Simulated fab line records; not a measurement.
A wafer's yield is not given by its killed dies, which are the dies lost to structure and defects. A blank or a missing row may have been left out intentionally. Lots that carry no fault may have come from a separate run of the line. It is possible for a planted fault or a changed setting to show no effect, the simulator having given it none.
One fault through the eyes of 3 desks ; flow n5Finfet ; what lay behind the numbers comes last; until then each desk has only its own
Where a reading is given only as a bound, like >300, the bound stands for it, and a mean or a difference that rests on one is marked > or <: the true number lies beyond.

THE METROLOGY DESK
Lot by lot, what the gauges showed, no matter which tool ran the lot: averages of those sampled wafers that carry a number. If a lot's mean is further than 4 standard deviations from the usual mean, the lot is out of limits and carries the mark OUT (the distance appears in the brackets). Shown here are 7 of its 10 readings, the ones lying furthest out on some lot.
Columns: A = DIBL_N at N5_BEOL_M4_RC_MEAS_101, usual 36.2 mV/V; B = DIBL_P at N5_BEOL_M4_RC_MEAS_101, usual 36.5 mV/V; C = ION_N at N5_BEOL_M4_RC_MEAS_101, usual 675 uA/um; D = ION_P at N5_BEOL_M4_RC_MEAS_101, usual 464 uA/um; E = SS_N at N5_BEOL_M4_RC_MEAS_101, usual 71.5 mV/dec; F = VT_N at N5_BEOL_M4_RC_MEAS_101, usual 250.4 mV; G = VT_P at N5_BEOL_M4_RC_MEAS_101, usual -250 mV
lot;first seen here;A;B;C;D;E;F;G
L932;day 8 18:03;35.6;35.5;656;451;71.4;253.5;-254
L938;day 10 01:27;34.8;34.9;675;466;71.1;252.8;-252
L939;day 10 11:46;36.5;37.4;689;467;71.4;247.7;-249
L945;day 12 15:55;36.3;37.1;669;461;72.2;250.8;-252
L949;day 13 14:35;36.0;36.8;673;461;71.4;248.2;-252
L948;day 13 19:52;37.7;36.3;666;464;72.3;250.7;-247
L951;day 14 01:01;36.9;36.8;677;467;72.2;250.6;-248
L950;day 14 08:34;34.0;34.2;672;471;70.9;251.0;-249
This desk found nothing out of limits on any of the 8 lots.

THE DEFECT DESK
Counts from the inspections along the route, per lot, as means over the sampled wafers that have a number. If a lot's mean is further than 4 standard deviations from the usual mean, the lot is out of limits and carries the mark OUT (the distance appears in the brackets).
Columns: A = rawDefectCount at N5_BEOL_M0_SAQP_INSPECT_42, usual 302; B = rawDefectCount at N5_BEOL_M0_CUTY_INSPECT_59, usual 2.0
lot;first seen here;A;B
L932;day 6 14:37;327;1.0
L938;day 8 00:14;400;>102 (>+71) OUT
L939;day 8 07:11;411;>101 (>+71) OUT
L945;day 10 01:37;282;2.3
L948;day 10 22:10;233;1.7
L949;day 11 00:22;253;3.0
L950;day 11 06:46;267;2.7
L951;day 11 07:27;313;2.7
Finding of this desk: L938, L939 out of limits; the first was L938 at day 8 01:33, on rawDefectCount at N5_BEOL_M0_CUTY_INSPECT_59. L932, L945, L948, L949, L950, L951 stayed within limits.

AT THE TOOL OWNER'S DESK: rieDiel-03
The tool's own readings at N5_BEOL_M0_SAQP_ETCH_49 (etches SiO2 in CF4/O2, target depth 37 nm): means of the sampled wafers that have a number, for each lot that ran on this tool. If a lot's mean is further than 4 standard deviations from the usual mean, the lot is out of limits and carries the mark OUT (the distance appears in the brackets).
Columns: A = cf4FlowSccm at N5_BEOL_M0_SAQP_ETCH_49, usual 99.98 sccm; B = drypumpMotorCurrentA at N5_BEOL_M0_SAQP_ETCH_49, usual 5.7 A; C = oesProductAu at N5_BEOL_M0_SAQP_ETCH_49, usual 0.78 a.u.; D = rfFwdPowerW at N5_BEOL_M0_SAQP_ETCH_49, usual 532.6 W; E = rfVppV at N5_BEOL_M0_SAQP_ETCH_49, usual 240 V; F = showerheadPlenumPTorr at N5_BEOL_M0_SAQP_ETCH_49, usual 2.22 Torr; G = throttleValvePct at N5_BEOL_M0_SAQP_ETCH_49, usual 15.86 %
lot;first seen here;A;B;C;D;E;F;G
L932;day 6 15:29;99.92;6.2;0.70;533.7;242;2.24;15.98
L938;day 8 01:07;100.05;6.3;0.76;532.4;243;2.22;15.82
L939;day 8 08:02;100.09;5.9;0.76;533.6;241;2.25;15.80
L948;day 10 23:07;99.67;5.8;0.79;532.4;240;2.23;15.98
L949;day 11 01:13;99.84;5.9;0.84;533.0;241;2.25;15.68
L950;day 11 07:58;99.79;6.0;0.91;532.7;239;2.21;15.63
This desk found nothing out of limits on any of the 6 lots.

BROUGHT TOGETHER
The defect desk could have raised an alarm at day 8 01:33, on L938, L939.
At the metrology desk, nothing out of limits was observed.
The desk of the tool owner found nothing out of limits.
The metrology desk holds a record of L938, L939, inside its limits.
Tool owner's desk: L938, L939 on record, inside its limits.
N5_BEOL_M0_SAQP_ETCH_49 was run on rieDiel-03 by each of the lots named.

WHAT HAD BEEN PUT IN BY THE SIMULATOR
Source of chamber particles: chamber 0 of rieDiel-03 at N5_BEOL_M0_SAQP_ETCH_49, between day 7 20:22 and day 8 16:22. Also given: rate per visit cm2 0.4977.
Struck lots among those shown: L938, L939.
Hours from the fault's start to each desk's first reading out of limits: the defect desk, 5.
